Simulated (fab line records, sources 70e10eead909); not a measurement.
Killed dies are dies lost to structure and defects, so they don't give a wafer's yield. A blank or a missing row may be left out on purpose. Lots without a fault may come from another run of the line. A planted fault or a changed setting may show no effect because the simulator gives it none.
Which tool did it? | flow nand_harc | 11 lots, 33 wafers sampled, at 6 steps of a route of 1159

WHAT THE GAUGES READ, wafer by wafer
NHARC_P_GATE_CD_MEAS_26: target cd 120 nm.
lot  | measured    | on        | cd_nm (nm)
L720 | day 4 13:20 | cd_sem-02 | 120.3 120.8 121.4
L723 | day 5 02:46 | cd_sem-01 | 119.3 120.5 119.6
L726 | day 6 09:59 | cd_sem-03 | 119.1 120.3 119.8
L728 | day 6 15:50 | cd_sem-01 | 120.2 120.6 120.6
L729 | day 7 02:38 | cd_sem-01 | 118.9 119.4 119.2
L732 | day 7 22:56 | cd_sem-02 | 119.8 119.0 119.4
L734 | day 7 22:18 | cd_sem-02 | 120.8 120.5 120.3
L736 | day 8 11:10 | cd_sem-01 | 120.9 119.4 120.4
L737 | day 8 23:22 | cd_sem-03 | 122.3 120.3 118.5
L738 | day 9 04:31 | cd_sem-01 | 120.9 120.2 124.6
L739 | day 9 03:56 | cd_sem-03 | 119.7 119.2 123.4

NHARC_END_SORT_01.
lot  | measured     | on        | killed_at_array | killed_at_other | killed_at_periphery | killed_dies | killed_open | killed_short
L739 | day 23 20:13 | prober-02 | 44 57           | 1 0             | 2 2                 | 47 59       | 3 9         | 3 1

WHICH TOOL RAN EACH LOT (tool, then ch and the chambers of the sampled wafers, then the start)
lot  | NHARC_P_STI_ETCH_31                          | NHARC_P_GATE_DESCUM_13            | NHARC_P_GATE_PEB_24              | NHARC_P_GATE_HM_OPEN_105
L720 | rie_diel-12 ch 0,1,3, day 3 21:14 or earlier | rie_diel-13 ch 0,1,3, day 3 21:14 | litho_track-04 ch 0, day 4 13:15 | rie_diel-05 ch 0,1,3, no start
L723 | rie_diel-10 ch 0,1,3, day 4 13:22 or earlier | rie_diel-05 ch 1,2, day 4 13:22   | litho_track-06 ch 0, day 5 02:41 | rie_diel-13 ch 0,1,3, no start
L726 | rie_diel-12 ch 1,2,3, day 5 16:23 or earlier | rie_diel-13 ch 0,2,3, day 5 16:23 | litho_track-06 ch 0, day 6 09:54 | rie_diel-13 ch 1,2,3, no start
L728 | rie_diel-10 ch 1,2,3, day 6 01:23 or earlier | rie_diel-05 ch 2,3, day 6 01:23   | litho_track-04 ch 0, day 6 15:46 | rie_diel-05 ch 0,2,3, no start
L729 | rie_diel-12 ch 2,3, day 6 12:26 or earlier   | rie_diel-07 ch 0,3, day 6 12:26   | litho_track-06 ch 0, day 7 02:34 | rie_diel-13 ch 2,3, no start
L732 | rie_diel-10 ch 0,1, day 7 07:29 or earlier   | rie_diel-05 ch 0,3, day 7 07:29   | litho_track-06 ch 0, day 7 22:52 | rie_diel-13 ch 0,2,3, no start
L734 | rie_diel-06 ch 0,3, day 7 07:35 or earlier   | rie_diel-05 ch 0,2,3, day 7 07:35 | litho_track-04 ch 0, day 7 22:13 | rie_diel-13 ch 0,1,3, no start
L736 | rie_diel-10 ch 1,2,3, day 7 20:49 or earlier | rie_diel-07 ch 0,2,3, day 7 20:49 | litho_track-04 ch 0, day 8 11:05 | rie_diel-07 ch 1,2, no start
L737 | rie_diel-06 ch 0,1,3, day 8 07:12 or earlier | rie_diel-05 ch 0,2,3, day 8 07:12 | litho_track-06 ch 0, day 8 23:17 | rie_diel-05 ch 0,1,3, no start
L738 | rie_diel-10 ch 0,3, day 8 13:47 or earlier   | rie_diel-05 ch 0,2, day 8 13:47   | litho_track-06 ch 0, day 9 04:26 | rie_diel-05 ch 2,3, no start
L739 | rie_diel-06 ch 0,1,3, day 8 13:58 or earlier | rie_diel-13 ch 1,2,3, day 8 13:58 | litho_track-06 ch 0, day 9 03:52 | rie_diel-05 ch 1,3, day 23 20:13 or earlier
- NHARC_P_STI_ETCH_31: etches the open film in CF4/CHF3, target depth 108.9 nm, time 54.5 s.
- NHARC_P_GATE_DESCUM_13: chemistry O2, time 3 s.
- NHARC_P_GATE_PEB_24: peb time 65 s.
- NHARC_P_GATE_HM_OPEN_105: chemistry O2/COS, target depth 360 nm.

WHAT THE TOOLS THEMSELVES READ (means of the sampled wafers that have a number; where no wafer has one, the mark that the record gives instead)
NHARC_P_STI_ETCH_31.
lot  | tool        | drypump_motor_current_A (A) | oes_product_au (a.u.) | rf_vpp_V (V) | showerhead_plenum_p_Torr (Torr) | throttle_valve_pct (%)
L720 | rie_diel-12 | 6.0                         | 0.976                 | 372.1        | 1.62                            | 16.802
L723 | rie_diel-10 | 5.5                         | 0.954                 | 371.1        | 1.58                            | 16.804
L726 | rie_diel-12 | 5.6                         | 0.961                 | 370.8        | 1.59                            | 16.799
L728 | rie_diel-10 | 5.4                         | 0.946                 | 369.4        | 1.54                            | 16.806
L729 | rie_diel-12 | 5.4                         | 0.974                 | 372.1        | 1.61                            | 16.808
L732 | rie_diel-10 | 5.6                         | 0.932                 | 369.5        | 1.56                            | 16.791
L734 | rie_diel-06 | 5.6                         | 0.964                 | 371.6        | 1.60                            | 16.809
L736 | rie_diel-10 | 5.4                         | 0.960                 | 369.3        | 1.54                            | 16.797
L737 | rie_diel-06 | 5.6                         | 0.978                 | 370.3        | 1.58                            | 16.797
L738 | rie_diel-10 | 5.7                         | 0.970                 | 372.8        | 1.60                            | 16.802
L739 | rie_diel-06 | 5.6                         | 0.936                 | 370.9        | 1.58                            | 16.795

NHARC_P_GATE_DESCUM_13.
lot  | tool        | drypump_motor_current_A (A) | oes_product_au (a.u.) | rf_vpp_V (V) | showerhead_plenum_p_Torr (Torr) | throttle_valve_pct (%)
L720 | rie_diel-13 | 5.6                         | 1.004                 | 57.4         | 1.95                            | 11.317
L723 | rie_diel-05 | 5.6                         | 1.010                 | 57.8         | 1.93                            | 11.311
L726 | rie_diel-13 | 5.7                         | 1.002                 | 58.8         | 2.05                            | 11.321
L728 | rie_diel-05 | 6.1                         | 1.020                 | 57.4         | 1.86                            | 11.310
L729 | rie_diel-07 | 6.1                         | 1.011                 | 58.0         | 1.93                            | 11.312
L732 | rie_diel-05 | 5.4                         | 1.012                 | 57.7         | 1.93                            | 11.309
L734 | rie_diel-05 | 5.7                         | 1.014                 | 57.8         | 1.90                            | 11.313
L736 | rie_diel-07 | 6.0                         | 1.015                 | 58.1         | 1.93                            | 11.315
L737 | rie_diel-05 | 5.7                         | 0.999                 | 58.5         | 1.90                            | 11.311
L738 | rie_diel-05 | 6.1                         | 1.001                 | 57.4         | 1.87                            | 11.313
L739 | rie_diel-13 | 5.7                         | 0.990                 | 58.5         | 2.03                            | 11.313

NHARC_P_GATE_PEB_24.
lot  | tool           | exhaust_pa (Pa) | heater_power_total_W (W) | plate_temp_C (C)
L720 | litho_track-04 | 45.4            | 156.4                    | 99.78
L723 | litho_track-06 | 45.4            | 156.7                    | 100.12
L726 | litho_track-06 | 45.7            | 157.1                    | 100.03
L728 | litho_track-04 | 44.5            | 156.3                    | 100.05
L729 | litho_track-06 | 45.1            | 156.3                    | 100.22
L732 | litho_track-06 | 45.5            | 156.5                    | 100.04
L734 | litho_track-04 | 44.7            | 156.4                    | 100.13
L736 | litho_track-04 | 44.9            | 156.8                    | 100.09
L737 | litho_track-06 | 45.4            | 160.2                    | 99.98
L738 | litho_track-06 | 45.0            | 160.3                    | 100.05
L739 | litho_track-06 | 44.6            | 159.8                    | 100.03

NHARC_P_GATE_HM_OPEN_105.
lot  | tool        | drypump_motor_current_A (A) | oes_product_au (a.u.) | rf_vpp_V (V) | showerhead_plenum_p_Torr (Torr) | throttle_valve_pct (%)
L720 | rie_diel-05 | 5.3                         | 1.004                 | 468.6        | 3.18                            | 28.326
L723 | rie_diel-13 | 5.6                         | 1.008                 | 467.1        | 3.17                            | 28.328
L726 | rie_diel-13 | 5.8                         | 0.994                 | 470.9        | 3.31                            | 28.324
L728 | rie_diel-05 | 5.7                         | 1.011                 | 467.0        | 3.10                            | 28.324
L729 | rie_diel-13 | 5.9                         | 1.003                 | 470.3        | 3.31                            | 28.336
L732 | rie_diel-13 | 5.7                         | 1.005                 | 470.6        | 3.32                            | 28.344
L734 | rie_diel-13 | 5.6                         | 1.002                 | 471.2        | 3.32                            | 28.328
L736 | rie_diel-07 | 6.0                         | 0.991                 | 467.1        | 3.15                            | 28.329
L737 | rie_diel-05 | 5.3                         | 0.989                 | 468.3        | 3.17                            | 28.330
L738 | rie_diel-05 | 5.7                         | 1.007                 | 466.4        | 3.07                            | 28.323
L739 | rie_diel-05 | 5.3                         | 1.004                 | 468.2        | 3.18                            | 28.326

THE ANSWER, worked out from the rows above alone
Rule: what is usual is taken from the lots themselves. Put in order of their means at a reading, lots are off if they are a third of the lots or fewer, leave a main group of 4 or more, and stand apart from it by a gap of 3 or more times the standard deviation of the main group's means; of several such gaps the widest counts. A main group whose means are all the same, to the digits that the tables above print for the reading, isn't used. A lot without any number at a reading at which 4 lots or more have one is off too. The other lots that the step has rows for count as sound. The gauges are gone through in route order, then the tools' own readings, and for those a lot's mean is taken as printed above. The first step at which some lot is off is used, and at that step the reading that is off furthest; a lot without a number counts as furthest.
Off: L737, L738, L739, at NHARC_P_GATE_PEB_24 (heater_power_total_W). The main group: mean 156.6 W, standard deviation 0.26.
A tool fits if, at that step or a process step before it, it ran every lot that is off, and no sound lot after the first of them. NHARC_P_STI_ETCH_31 gives no start for some lots, so the hours and the order of its lots are those of NHARC_P_GATE_DESCUM_13. One fits: litho_track-06 at NHARC_P_GATE_PEB_24. Its last sound lot is L732 (day 7 22:52), its first lot that is off L737 (day 8 23:17): a fault that began between those two fits.
The tool's own readings at NHARC_P_GATE_PEB_24 bear it out: on the lots that are off they differ by more than 5 times the standard deviation of the sound lots' means. heater_power_total_W reads 160.1 W there against 156.6 W on the sound lots.

WHAT THE SIMULATOR HAD PUT IN
Process parameter drift: litho_track-06, from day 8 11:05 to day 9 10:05, at NHARC_P_GATE_PEB_24. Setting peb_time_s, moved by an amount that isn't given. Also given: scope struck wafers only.
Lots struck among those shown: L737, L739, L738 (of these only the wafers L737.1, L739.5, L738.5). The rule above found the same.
